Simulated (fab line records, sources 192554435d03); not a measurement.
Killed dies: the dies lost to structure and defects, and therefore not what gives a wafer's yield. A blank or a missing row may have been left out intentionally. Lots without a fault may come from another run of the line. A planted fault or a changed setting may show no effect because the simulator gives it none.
Matching of chambers / flow n5Finfet / rieDiel-03 running N5_BEOL_M7_ETCH_66: 4 sister chambers
The step etches SOC in N2/H2, target depth 80 nm, overetch 16 nm, time 120 s. 8 wafers are shown with their chamber, then 10 later ones without.

WAFERS PAIRED WITH THEIR CHAMBERS
wafer=L084.5; chamber=3; drypumpMotorCurrentA (A)=5.5; showerheadPlenumPTorr (Torr)=2.70
wafer=L089.2; chamber=0; drypumpMotorCurrentA (A)=4.7; showerheadPlenumPTorr (Torr)=2.47
wafer=L089.5; chamber=1; drypumpMotorCurrentA (A)=6.0; showerheadPlenumPTorr (Torr)=2.60
wafer=L088.1; chamber=3; drypumpMotorCurrentA (A)=5.5; showerheadPlenumPTorr (Torr)=2.69
wafer=L088.2; chamber=2; drypumpMotorCurrentA (A)=5.3; showerheadPlenumPTorr (Torr)=2.70
wafer=L088.4; chamber=1; drypumpMotorCurrentA (A)=6.1; showerheadPlenumPTorr (Torr)=2.60
wafer=L093.3; chamber=2; drypumpMotorCurrentA (A)=5.3; showerheadPlenumPTorr (Torr)=2.70
wafer=L093.4; chamber=0; drypumpMotorCurrentA (A)=4.7; showerheadPlenumPTorr (Torr)=2.46

WAFERS MISSING THEIR CHAMBER
wafer=L093.5; drypumpMotorCurrentA (A)=6.0; showerheadPlenumPTorr (Torr)=2.60
wafer=L092.1; drypumpMotorCurrentA (A)=6.0; showerheadPlenumPTorr (Torr)=2.60
wafer=L092.2; drypumpMotorCurrentA (A)=4.8; showerheadPlenumPTorr (Torr)=2.46
wafer=L092.6; drypumpMotorCurrentA (A)=4.7; showerheadPlenumPTorr (Torr)=2.46
wafer=L091.1; drypumpMotorCurrentA (A)=4.7; showerheadPlenumPTorr (Torr)=2.46
wafer=L091.3; drypumpMotorCurrentA (A)=6.0; showerheadPlenumPTorr (Torr)=2.60
wafer=L091.6; drypumpMotorCurrentA (A)=6.0; showerheadPlenumPTorr (Torr)=2.60
wafer=L096.2; drypumpMotorCurrentA (A)=5.3; showerheadPlenumPTorr (Torr)=2.69
wafer=L096.3; drypumpMotorCurrentA (A)=5.5; showerheadPlenumPTorr (Torr)=2.69
wafer=L096.6; drypumpMotorCurrentA (A)=4.7; showerheadPlenumPTorr (Torr)=2.46

CHAMBER TAKEN BY EACH
wafer=L093.5; from the rows above=1; in truth=1
wafer=L092.1; from the rows above=1; in truth=1
wafer=L092.2; from the rows above=0; in truth=0
wafer=L092.6; from the rows above=0; in truth=0
wafer=L091.1; from the rows above=0; in truth=0
wafer=L091.3; from the rows above=1; in truth=1
wafer=L091.6; from the rows above=1; in truth=1
wafer=L096.2; from the rows above=2; in truth=2
wafer=L096.3; from the rows above=3; in truth=3
wafer=L096.6; from the rows above=0; in truth=0
Correctly placed: 10 of 10. Can't be placed from these rows: 0. 0 placed wrongly.
How it was worked out, from the rows above alone: a wafer's distance from a chamber is the root of the sum, over the readings, of the square of ((its reading less the chamber's mean) divided by the reading's scatter). If the next closest chamber is less than 2 further off than the closest, the wafer can't be placed; otherwise it belongs to the closest. For every chamber, the mean is computed from those of its wafers that are shown. The scatter is the square root of a quotient: the sum, over the shown wafers, of each reading's squared deviation from its chamber's mean, divided by wafers minus chambers.
